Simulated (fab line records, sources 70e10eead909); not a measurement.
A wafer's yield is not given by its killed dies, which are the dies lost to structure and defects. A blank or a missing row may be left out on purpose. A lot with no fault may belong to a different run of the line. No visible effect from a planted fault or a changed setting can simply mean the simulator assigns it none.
fab line records	flow nandHarc	part 1 of 2: steps 1 to 28 of 37
[record] lots = 5	wafers = 15	lastDay = 24
route steps=1159 shown A_START@389 A_ZERO_WELL@390 A_SOURCE_PLATE@413 A_ONON_D1@424
lots that met no fault: from a run of the same line without faults
startH: the number of hours between the record's first day and the start of the first shown wafer of the lot	waitH: how many hours have passed since the lot's step before this one	" the same as in the row above	L1.1+2: one row covering several wafers at once	- no value present, or no start provided	* or withheld: withheld	< > ~ a bound
route shown NAME@n: NAME is a module with steps in the file, n the number in the route of the first one	usual: average and standard deviation across the fault-free wafers	same: alike in all rows	chamber/n: place in a boat	sites: each site's reading	_std_site: the standard deviation of these	_edge_site: the outer-site mean with the inner-site mean subtracted	radiusMm: how far each site lies from the wafer's centre	mask NAME#n: copy n	behind: the tool/chamber that last shaped the wafer	hold: the reason the lot was held/the length of the hold in hours/how it ended	device: transistor that didn't switch, given as n, p or np	end of line: tests run on the same wafers once the route is complete	for a step that has no rows: nothing shown but its recipe	killed: at the first sort, the dies lost to defects and structure; wafer yield is something else	map: dies across one wafer; x = killed, . = not, _ = none there
set.NAME: the setting as run; set.NAME@STEP: as run at that earlier step	model.NAME: the simulator's own value behind a step, which no gauge read
lots at some steps of the route; a table a step, a row a wafer
services: the hour from which a tool's chamber was out of use, counted from the record's first day as startH (under 0 if before that day), plus the number of hours and why
[[steps]]
[step NHARC_A_START_INSPECT_01]
[usual] rawDefectCount = 3.5/1.8
lot.wafer	tool	chamber	startH	waitH	rawDefectCount
L075.1	defectInspect-02	-	148.22	-	7
L075.2	"	-	"	"	3
L075.3	"	-	"	"	3
L079.1	defectInspect-01	-	164.76	-	2
L079.3	"	-	"	"	3
L079.5	"	-	"	"	4
L082.1	defectInspect-02	-	186.08	-	4
L082.3	"	-	"	"	4
L082.5	"	-	"	"	3
L087.1	defectInspect-01	-	211.02	-	7
L087.4	"	-	"	"	5
L087.5	"	-	"	"	4
L094.1	defectInspect-01	-	252.70	-	4
L094.2	"	-	"	"	4
L094.4	"	-	"	"	3
[step NHARC_A_ZERO_WELL_PRECLEAN_00]
[recipe] timeS = 600	tempC = 120	chemistry = SPM
lot.wafer	tool	chamber	startH	waitH
L075.1+3+2	wetBench-07	3,6,0	148.31	0.1
L079.5+3+1	wetBench-03	2,5,7	164.85	0.1
L082.3+5+1	wetBench-07	2,3,4	186.17	0.1
L087.5+1+4	wetBench-03	1,3,5	211.10	0.1
L094.4+2+1	wetBench-09	0,2,4	252.79	0.1
[step NHARC_A_ZERO_WELL_SRD_01]
lot.wafer	tool	chamber	startH	waitH
L075.1+3+2	wetBench-07	3,6,0	-	-
L079.5+3+1	wetBench-03	2,5,7	-	-
L082.3+5+1	wetBench-07	2,3,4	-	-
L087.5+1+4	wetBench-03	1,3,5	-	-
L094.4+2+1	wetBench-09	0,2,4	-	-
[step NHARC_A_ZERO_WELL_DEHYDRATE_02]
[recipe] tempC = 150	timeS = 120
[usual] heaterPowerTotalW = 182.6/1.3	plateTempC = 150.03/0.14
lot.wafer	tool	chamber	startH	waitH	heaterPowerTotalW	plateTempC
L075.1	lithoTrack-02	0	148.62	-	180.8	149.96
L075.2	"	0	"	"	183.0	149.95
L075.3	"	0	"	"	183.9	150.09
L079.1	lithoTrack-07	0	165.17	-	182.5	150.09
L079.3	"	0	"	"	180.7	150.03
L079.5	"	0	"	"	184.0	150.00
L082.1	lithoTrack-02	0	186.48	-	183.0	149.94
L082.3	"	0	"	"	183.8	149.90
L082.5	"	0	"	"	184.5	149.90
L087.1	lithoTrack-03	0	211.42	-	182.0	149.93
L087.4	"	0	"	"	182.7	150.23
L087.5	"	0	"	"	180.8	149.90
L094.1	lithoTrack-03	0	253.10	-	180.6	149.90
L094.2	"	0	"	"	182.3	149.78
L094.4	"	0	"	"	184.8	149.85
[step NHARC_A_ZERO_WELL_HMDS_03]
[recipe] timeS = 30
lot.wafer	tool	chamber	startH	waitH
L075.1+2+3	lithoTrack-02	0	-	-
L079.1+3+5	lithoTrack-07	0	-	-
L082.1+3+5	lithoTrack-02	0	-	-
L087.1+4+5	lithoTrack-03	0	-	-
L094.1+2+4	lithoTrack-03	0	-	-
[step NHARC_A_ZERO_WELL_COAT_18]
[recipe] tempC = 200	timeS = 65
[usual] heaterPowerTotalW = 386.0/1.3	plateTempC = 200.04/0.15
lot.wafer	tool	chamber	startH	waitH	heaterPowerTotalW	plateTempC
L075.1	lithoTrack-02	0	-	-	387.8	199.98
L075.2	"	0	"	"	385.7	200.21
L075.3	"	0	"	"	386.1	200.09
L079.1	lithoTrack-07	0	-	-	384.5	200.30
L079.3	"	0	"	"	386.7	200.13
L079.5	"	0	"	"	387.8	200.29
L082.1	lithoTrack-02	0	-	-	387.9	200.11
L082.3	"	0	"	"	384.8	200.09
L082.5	"	0	"	"	386.4	200.20
L087.1	lithoTrack-03	0	-	-	385.0	199.95
L087.4	"	0	"	"	387.9	200.32
L087.5	"	0	"	"	388.1	200.04
L094.1	lithoTrack-03	0	-	-	385.3	200.23
L094.2	"	0	"	"	384.2	199.97
L094.4	"	0	"	"	386.8	200.25
[step NHARC_A_ZERO_WELL_COAT_04]
[recipe] spinRpm = 2000	resistThkNm = 600
lot.wafer	tool	chamber	startH	waitH
L075.1+2+3	lithoTrack-02	0	-	-
L079.1+3+5	lithoTrack-07	0	-	-
L082.1+3+5	lithoTrack-02	0	-	-
L087.1+4+5	lithoTrack-03	0	-	-
L094.1+2+4	lithoTrack-03	0	-	-
[step NHARC_A_ZERO_WELL_SOFTBAKE_05]
[recipe] tempC = 125	timeS = 70
[usual] heaterPowerTotalW = 201.0/1.4	plateTempC = 125.00/0.12
lot.wafer	tool	chamber	startH	waitH	heaterPowerTotalW	plateTempC
L075.1	lithoTrack-02	0	-	-	200.8	124.96
L075.2	"	0	"	"	200.1	124.86
L075.3	"	0	"	"	199.4	124.94
L079.1	lithoTrack-07	0	-	-	202.5	124.92
L079.3	"	0	"	"	202.7	125.03
L079.5	"	0	"	"	201.9	124.85
L082.1	lithoTrack-02	0	-	-	198.9	125.11
L082.3	"	0	"	"	199.4	124.97
L082.5	"	0	"	"	201.9	125.23
L087.1	lithoTrack-03	0	-	-	200.2	124.92
L087.4	"	0	"	"	202.5	124.96
L087.5	"	0	"	"	201.8	125.06
L094.1	lithoTrack-03	0	-	-	198.9	125.04
L094.2	"	0	"	"	198.9	124.90
L094.4	"	0	"	"	202.6	125.02
[step NHARC_A_ZERO_WELL_EBR_06]
lot.wafer	tool	chamber	startH	waitH
L075.1+2+3	lithoTrack-02	0	-	-
L079.1+3+5	lithoTrack-07	0	-	-
L082.1+3+5	lithoTrack-02	0	-	-
L087.1+4+5	lithoTrack-03	0	-	-
L094.1+2+4	lithoTrack-03	0	-	-
[step NHARC_A_ZERO_WELL_EXPOSE_07]
[recipe] na = 0.55	doseMj = 33.85	maskId = A_ZERO
[usual] reticleTempC = 23.00/0.1
lot.wafer	tool	chamber	startH	waitH	mask	reticleTempC
L075.1	krfScanner-03	0	148.79	-	A_ZERO#0	23.17
L075.2	"	0	"	"	A_ZERO#0	23.14
L075.3	"	0	"	"	A_ZERO#0	22.96
L079.1	krfScanner-02	0	165.47	-	A_ZERO#0	23.17
L079.3	"	0	"	"	A_ZERO#0	22.93
L079.5	"	0	"	"	A_ZERO#0	23.06
L082.1	krfScanner-04	0	186.77	-	A_ZERO#0	23.02
L082.3	"	0	"	"	A_ZERO#0	22.92
L082.5	"	0	"	"	A_ZERO#0	22.95
L087.1	krfScanner-04	0	211.71	-	A_ZERO#0	23.07
L087.4	"	0	"	"	A_ZERO#0	22.80
L087.5	"	0	"	"	A_ZERO#0	22.89
L094.1	krfScanner-02	0	253.39	-	A_ZERO#0	23.02
L094.2	"	0	"	"	A_ZERO#0	22.87
L094.4	"	0	"	"	A_ZERO#0	23.10
[step NHARC_A_ZERO_WELL_PEB_08]
[recipe] pebTempC = 128	pebTimeS = 80
[usual] heaterPowerTotalW = 189.8/0.76	plateTempC = 127.99/0.13
lot.wafer	tool	chamber	startH	waitH	heaterPowerTotalW	plateTempC
L075.1	lithoTrack-07	0	148.85	0.1	190.3	128.03
L075.2	"	0	"	"	188.7	128.06
L075.3	"	0	"	"	189.6	128.10
L079.1	lithoTrack-03	0	165.54	0.1	190.7	127.94
L079.3	"	0	"	"	190.9	128.03
L079.5	"	0	"	"	190.1	128.07
L082.1	lithoTrack-02	0	186.84	0.1	189.5	128.05
L082.3	"	0	"	"	190.8	127.93
L082.5	"	0	"	"	190.5	127.96
L087.1	lithoTrack-07	0	211.78	0.1	189.5	127.92
L087.4	"	0	"	"	190.9	127.93
L087.5	"	0	"	"	190.9	127.64
L094.1	lithoTrack-02	0	253.45	0.1	190.5	127.92
L094.2	"	0	"	"	190.5	128.16
L094.4	"	0	"	"	188.8	128.04
[step NHARC_A_ZERO_WELL_DEVELOP_09]
[recipe] timeS = 50	devTempC = 22
lot.wafer	tool	chamber	startH	waitH
L075.1+2+3	lithoTrack-07	0	-	-
L079.1+3+5	lithoTrack-03	0	-	-
L082.1+3+5	lithoTrack-02	0	-	-
L087.1+4+5	lithoTrack-07	0	-	-
L094.1+2+4	lithoTrack-02	0	-	-
[step NHARC_A_ZERO_WELL_CD_MEAS_10]
[recipe] targetCdNm = 2000	landingEnergyEv = 500
[usual] cdNm = 1999.6/1.5
lot.wafer	tool	chamber	startH	waitH	cdNm
L075.1	cdSem-03	0	148.95	-	2001.2
L075.2	"	0	"	"	1998.6
L075.3	"	0	"	"	2002.0
L079.1	cdSem-02	0	165.62	-	2001.4
L079.3	"	0	"	"	2000.3
L079.5	"	0	"	"	2001.0
L082.1	cdSem-03	0	186.92	-	2000.4
L082.3	"	0	"	"	2001.3
L082.5	"	0	"	"	1999.9
L087.1	cdSem-03	0	211.87	-	2002.0
L087.4	"	0	"	"	2001.8
L087.5	"	0	"	"	2000.8
L094.1	cdSem-03	0	253.54	-	2000.1
L094.2	"	0	"	"	1998.2
L094.4	"	0	"	"	1996.9
[step NHARC_A_ZERO_WELL_HARDBAKE_11]
[recipe] tempC = 118	timeS = 65
[usual] heaterPowerTotalW = 195.7/0.39	plateTempC = 118.03/0.13
lot.wafer	tool	chamber	startH	waitH	heaterPowerTotalW	plateTempC
L075.1	lithoTrack-03	0	149.03	-	195.3	118.18
L075.2	"	0	"	"	196.1	118.13
L075.3	"	0	"	"	195.9	118.22
L079.1	lithoTrack-03	0	165.71	-	195.3	117.81
L079.3	"	0	"	"	195.2	117.98
L079.5	"	0	"	"	195.6	118.12
L082.1	lithoTrack-07	0	187.00	-	196.0	118.08
L082.3	"	0	"	"	195.2	117.97
L082.5	"	0	"	"	195.0	118.18
L087.1	lithoTrack-07	0	211.96	-	195.1	118.11
L087.4	"	0	"	"	195.4	118.10
L087.5	"	0	"	"	196.0	118.16
L094.1	lithoTrack-02	0	253.62	-	196.0	118.07
L094.2	"	0	"	"	196.1	118.30
L094.4	"	0	"	"	195.3	118.10
[step NHARC_A_ZERO_WELL_DESCUM_12]
[recipe] timeS = 3	o2FlowSccm = 200	arFlowSccm = 0	biasPowerW = 0	chemistry = O2
[usual] drypumpMotorCurrentA = 5.8/0.57	mfcArSccm = 0.009/0.01	oesProductAu = 1.003/0.0082	rfVppV = 58.0/0.88	showerheadPlenumPTorr = 1.93/0.068	throttleValvePct = 11.310/0.0086
lot.wafer	tool	chamber	startH	waitH	drypumpMotorCurrentA	mfcArSccm	oesProductAu	rfHoursCounterH	rfVppV	showerheadPlenumPTorr	throttleValvePct
L075.1	rieDiel-11	3	149.10	-	6.3	0.018	1.008	15	58.7	1.92	11.312
L075.2	"	0	"	"	6.6	0	1.015	15	56.8	1.95	11.306
L075.3	"	2	"	"	5.2	0	1.006	16	58.5	1.85	11.317
L079.3	rieDiel-11	2	165.79	-	5.2	0	1.004	18	57.1	1.85	11.315
L079.1	"	0	"	"	6.6	0	1.006	17	58.1	1.95	11.308
L079.5	"	2	"	"	5.2	0	1.009	-	56.5	1.85	11.308
L082.1	rieDiel-11	2	187.08	-	5.2	0	1.013	20	58.5	1.85	11.311
L082.3	"	0	"	"	6.6	0	1.021	20	56.3	1.95	11.315
L082.5	"	3	"	"	6.3	0.018	1.019	-	58.7	1.92	11.301
L087.1	rieDiel-05	3	212.05	-	6.1	0.019	0.987	3	56.5	1.92	11.312
L087.4	"	0	"	"	4.9	0	0.993	3	56.6	1.82	11.297
L087.5	"	3	"	"	6.1	0.019	1.004	-	58.7	1.92	11.294
L094.1	rieDiel-11	0	253.69	-	6.6	0	1.012	6	57.6	1.95	11.313
L094.2	"	1	"	"	5.8	0	1.000	6	60.4	2.01	11.308
L094.4	"	2	"	"	5.2	0	1.007	6	56.7	1.85	11.309
[step NHARC_A_ZERO_WELL_ETCH_19]
[recipe] targetDepthA = 800	overetchA = 240	timeS = 87.88	ionEnergyEv = 200	n2FlowSccm = 150	h2FlowSccm = 150	arFlowSccm = 0	rfW = 400	biasW = 150	chemistry = N2/H2
[usual] drypumpMotorCurrentA = 5.8/0.59	mfcArSccm = 0.008/0.01	oesProductAu = 1.004/0.0086	rfVppV = 431.0/2.2	showerheadPlenumPTorr = 2.05/0.078	throttleValvePct = 14.173/0.0091
lot.wafer	tool	chamber	startH	waitH	drypumpMotorCurrentA	mfcArSccm	oesProductAu	rfHoursCounterH	rfVppV	showerheadPlenumPTorr	throttleValvePct
L075.3	rieDiel-11	1	149.19	0.1	5.9	0	1.015	16	433.1	2.15	14.183
L075.1	"	2	"	"	5.2	0	1.008	16	429.1	1.97	14.174
L075.2	"	0	"	"	6.6	0	1.002	15	431.8	2.08	14.196
L079.3	rieDiel-11	3	165.88	0.1	6.3	0.018	1.002	18	431.8	2.04	14.174
L079.1	"	0	"	"	6.6	0	1.012	17	432.3	2.08	14.177
L079.5	"	3	"	"	6.3	0.018	1.009	-	430.7	2.04	14.179
L082.1	rieDiel-11	0	187.17	0.1	6.6	0	1.012	20	431.7	2.08	14.184
L082.3	"	1	"	"	5.9	0	1.024	20	433.8	2.15	14.186
L082.5	"	0	"	"	6.6	0	1.018	-	430.5	2.08	14.172
L087.1	rieDiel-05	0	212.13	0.1	4.9	0	1.002	3	427.9	1.94	14.174
L087.4	"	0	"	"	4.9	0	1.005	-	428.1	1.94	14.172
L087.5	"	1	"	"	5.1	0.028	0.997	-	427.6	1.92	14.172
L094.1	rieDiel-11	1	253.79	0.1	5.9	0	1.014	6	433.0	2.14	14.164
L094.2	"	2	"	"	5.2	0	0.985	6	430.2	1.97	14.172
L094.4	"	1	"	"	5.9	0	1.004	-	432.8	2.14	14.162
[step NHARC_A_ZERO_WELL_ETCH_13]
[recipe] targetDepthA = 1200	timeS = 40.1	hbrFlowSccm = 150	cl2FlowSccm = 50	rfW = 400	icpW = 400	biasW = 100	chemistry = HBr/Cl2
[usual] drypumpMotorCurrentA = 5.6/0.45	oesProductAu = 0.999/0.0083	throttleValvePct = 26.406/0.01
lot.wafer	tool	chamber	startH	waitH	drypumpMotorCurrentA	oesProductAu	rfHoursCounterH	throttleValvePct
L075.1	rieSi-04	3	149.30	-	5.9	0.997	0.23	26.420
L075.3	"	0	"	"	6.3	1.005	0.20	26.408
L075.2	"	1	"	"	5.3	1.006	0.19	26.406
L079.3	rieSi-01	1	166.01	-	5.3	0.996	0.28	26.392
L079.1	"	2	"	"	5.4	0.989	0.23	26.412
L079.5	"	1	"	"	5.3	0.996	-	26.393
L082.1	rieSi-04	3	187.30	-	5.9	1.032	0.50	26.406
L082.3	"	0	"	"	6.3	1.017	0.50	26.420
L082.5	"	3	"	"	6.0	1.009	-	26.410
L087.4	rieSi-01	3	212.28	-	5.7	0.998	0.51	26.406
L087.1	"	1	"	"	5.3	0.996	0.66	26.393
L087.5	"	3	"	"	5.7	1.002	-	26.403
L094.2	rieSi-04	1	253.92	-	5.3	1.000	0.92	26.411
L094.4	"	2	"	"	6.5	0.994	1.07	26.404
L094.1	"	3	"	"	6.0	1.014	1.01	26.401
[step NHARC_A_ZERO_WELL_STRIP_14]
[recipe] timeS = 900	tempC = 130	chemistry = SPM
lot.wafer	tool	chamber	startH	waitH
L075.1+2+3	wetBench-07	2,3,4	149.48	-
L079.1+3+5	wetBench-09	7,2,4	166.15	-
L082.5+3+1	wetBench-03	2,4,6	187.44	-
L087.4+1+5	wetBench-03	2,3,5	212.43	-
L094.4+1+2	wetBench-07	6,7,0	254.09	-
[step NHARC_A_ZERO_WELL_IMPLANT_15]
[recipe] energyKev = 150	doseCm2 = 1e+13	tiltDeg = 7
lot.wafer	tool	chamber	startH	waitH
L075.1+2+3	implanter-02	0	149.86	0.1
L079.1+3+5	implanter-02	0	166.55	0.1
L082.1+3+5	implanter-01	0	187.84	0.1
L087.1+4+5	implanter-01	0	212.83	0.1
L094.1+2+4	implanter-02	0	254.54	0.1
[step NHARC_A_ZERO_WELL_PRECLEAN_22]
[recipe] timeS = 60	tempC = 50	bathAgeMin = 0	chemistry = SC1
lot.wafer	tool	chamber	startH	waitH
L075.2+1+3	wetBench-09	0,1,3	150.08	0.2
L079.5+1+3	wetBench-03	0,3,4	166.76	0.1
L082.1+3+5	wetBench-09	0,1,2	188.06	0.2
L087.5+1+4	wetBench-07	4,6,7	213.05	0.1
L094.1+4+2	wetBench-09	4,5,6	254.75	0.2
[step NHARC_A_ZERO_WELL_SRD_23]
lot.wafer	tool	chamber	startH	waitH
L075.2+1+3	wetBench-09	0,1,3	-	-
L079.5+1+3	wetBench-03	0,3,4	-	-
L082.1+3+5	wetBench-09	0,1,2	-	-
L087.5+1+4	wetBench-07	4,6,7	-	-
L094.1+4+2	wetBench-09	4,5,6	-	-
[step NHARC_A_ZERO_WELL_RTA_16]
[recipe] tempC = 1000	timeS = 10
[usual] lampPowerPct = 27.82/0.19	wafer_temp_C_max = 1005.0/1.7
lot.wafer	tool	chamber	startH	waitH	lampPowerPct	wafer_temp_C_max
L075.1	rtpAnneal-01	0	150.22	-	27.59	1004.8
L075.2	"	0	"	"	27.63	1003.6
L075.3	"	0	"	"	27.67	1003.8
L079.1	rtpAnneal-02	0	166.90	-	27.98	1007.5
L079.3	"	0	"	"	28.02	1005.8
L079.5	"	0	"	"	28.01	1010.3
L082.1	rtpAnneal-01	0	188.18	-	27.55	1003.4
L082.3	"	0	"	"	27.60	1002.3
L082.5	"	0	"	"	27.65	1003.4
L087.1	rtpAnneal-02	0	213.18	-	27.98	1007.9
L087.4	"	0	"	"	27.93	1005.7
L087.5	"	0	"	"	27.97	1005.2
L094.1	rtpAnneal-02	0	254.89	-	28.03	1004.1
L094.2	"	0	"	"	27.98	1006.0
L094.4	"	0	"	"	28.01	1005.1
[step NHARC_A_ZERO_WELL_INSPECT_17]
[usual] rawDefectCount = 10/5.7
lot.wafer	tool	chamber	startH	waitH	rawDefectCount
L075.1	defectInspect-02	-	150.41	0.2	4
L075.2	"	-	"	"	7
L075.3	"	-	"	"	9
L079.1	defectInspect-01	-	167.10	0.2	12
L079.3	"	-	"	"	17
L079.5	"	-	"	"	9
L082.1	defectInspect-02	-	188.38	0.2	18
L082.3	"	-	"	"	17
L082.5	"	-	"	"	14
L087.1	defectInspect-01	-	213.37	0.2	21
L087.4	"	-	"	"	13
L087.5	"	-	"	"	14
L094.1	defectInspect-02	-	255.12	0.2	20
L094.2	"	-	"	"	9
L094.4	"	-	"	"	5
[step NHARC_A_SOURCE_PLATE_PRECLEAN_00]
[recipe] timeS = 60	chemistry = HF-LAST
lot.wafer	tool	chamber	startH	waitH
L075.2+1+3	wetBench-01	6,7,1	150.46	0.0
L079.3+5+1	wetBench-02	7,0,2	167.16	0.1
L082.5+3+1	wetBench-02	3,5,6	188.44	0.1
L087.1+4+5	wetBench-01	1,3,4	213.43	0.1
L094.1+2+4	wetBench-01	7,0,1	255.18	0.1
[step NHARC_A_SOURCE_PLATE_SRD_01]
lot.wafer	tool	chamber	startH	waitH
L075.2+1+3	wetBench-01	6,7,1	-	-
L079.3+5+1	wetBench-02	7,0,2	-	-
L082.5+3+1	wetBench-02	3,5,6	-	-
L087.1+4+5	wetBench-01	1,3,4	-	-
L094.1+2+4	wetBench-01	7,0,1	-	-
[step NHARC_A_SOURCE_PLATE_OXIDE_02]
[recipe] targetThkA = 100	tempC = 900	oxTimeS = 1362	material = SiO2
[usual] oxTempC = 900.0/0.42	spikeTcTopC = 910.1/2.1	zonePowerCentrePct = 17.4/0.51
lot.wafer	tool	chamber	startH	waitH	oxTempC	spikeTcTopC	zonePowerCentrePct
L075.1	furnace-04	0	153.77	-	900.6	907.0	17.8
L075.2	"	0	"	"	900.2	910.0	17.9
L075.3	"	0	"	"	899.5	907.9	18.0
L079.1	furnace-05	0	170.94	-	900.1	911.6	16.9
L079.3	"	0	"	"	900.3	911.6	16.9
L079.5	"	0	"	"	900.0	912.1	16.8
L082.1	furnace-04	0	189.29	-	899.9	908.6	18.3
L082.3	"	0	"	"	899.2	907.1	17.9
L082.5	"	0	"	"	900.1	908.8	18.2
L087.1	furnace-05	0	215.62	-	899.5	911.7	17.1
L087.4	"	0	"	"	899.5	910.9	17.0
L087.5	"	0	"	"	899.2	910.0	17.1
L094.1	furnace-04	0	260.03	-	899.7	908.8	18.1
L094.2	"	0	"	"	900.1	908.6	18.0
L094.4	"	0	"	"	899.8	910.1	18.0
[step NHARC_A_SOURCE_PLATE_THK_MEAS_09]
[recipe] thkMeasGauge = ellipsometry
[usual] thkNm = 9.8/0.89
lot.wafer	tool	chamber	startH	waitH	thkNm
L075.1	filmMetro-01	-	157.84	0.4	10.7
L075.2	"	-	"	"	10.7
L075.3	"	-	"	"	10.4
L079.1	filmMetro-01	-	174.98	0.4	11.0
L079.3	"	-	"	"	9.3
L079.5	"	-	"	"	9.0
L082.1	filmMetro-01	-	193.34	0.4	9.4
L082.3	"	-	"	"	10.0
L082.5	"	-	"	"	10.9
L087.1	filmMetro-01	-	219.67	0.4	8.3
L087.4	"	-	"	"	10.4
L087.5	"	-	"	"	9.8
L094.1	filmMetro-02	-	264.06	0.4	11.1
L094.2	"	-	"	"	11.0
L094.4	"	-	"	"	9.6
[step NHARC_A_SOURCE_PLATE_PVD_04]
[recipe] targetThkA = 500	material = WSi2
lot.wafer	tool	chamber	startH	waitH
L075.1+2+3	pvdSputter-03	-	157.90	0.1
L079.3+1+5	pvdSputter-01	-	175.07	0.1
L082.3+1+5	pvdSputter-03	-	193.41	0.1
L087.4+1+5	pvdSputter-03	-	219.82	0.1
L094.2+1+4	pvdSputter-02	-	264.12	0.1
